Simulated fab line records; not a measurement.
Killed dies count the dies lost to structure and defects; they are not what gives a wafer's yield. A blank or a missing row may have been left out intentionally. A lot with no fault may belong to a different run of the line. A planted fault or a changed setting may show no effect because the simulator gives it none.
Chamber matching / flow n5-finfet / ald-sin-02 running N5_BEOL_M3_ALD_98: 4 sister chambers
The step deposits SiO2, target thk 2.5 nm, pulse time 1 s, co reactant pulse time 1 s. 4 wafers are shown with their chamber, then 6 later ones without.

EACH WAFER AND ITS CHAMBER
wafer=L499.1; chamber=0; heater-power-w (W)=89
wafer=L499.2; chamber=2; heater-power-w (W)=73
wafer=L501.2; chamber=3; heater-power-w (W)=80
wafer=L501.3; chamber=1; heater-power-w (W)=105

WAFERS MISSING THEIR CHAMBER
wafer=L501.5; heater-power-w (W)=72
wafer=L507.1; heater-power-w (W)=107
wafer=L507.2; heater-power-w (W)=79
wafer=L507.5; heater-power-w (W)=103
wafer=L514.5; heater-power-w (W)=77
wafer=L514.6; heater-power-w (W)=71

WHICH CHAMBER EACH WENT THROUGH
wafer=L501.5; from the rows above=2; in truth=2
wafer=L507.1; from the rows above=1; in truth=1
wafer=L507.2; from the rows above=3; in truth=3
wafer=L507.5; from the rows above=1; in truth=1
wafer=L514.5; from the rows above=can't be placed: 3 or 2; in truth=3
wafer=L514.6; from the rows above=2; in truth=2
Placed correctly: 5 of 6. These rows do not allow placing 1 (true chamber among the candidates in 1). Wrongly placed: 0.
How it was worked out, from the rows above alone: a wafer's distance from a chamber is the root of the sum, over the readings, of the square of ((its reading less the chamber's mean) divided by the reading's scatter). If the next closest chamber is less than 2 further off than the closest, the wafer can't be placed; otherwise it belongs to the closest. Each chamber's mean is taken over the wafers shown for it. The scatter: root of mean squared gap, hidden wafer to nearest shown wafer, with one shown wafer a chamber.
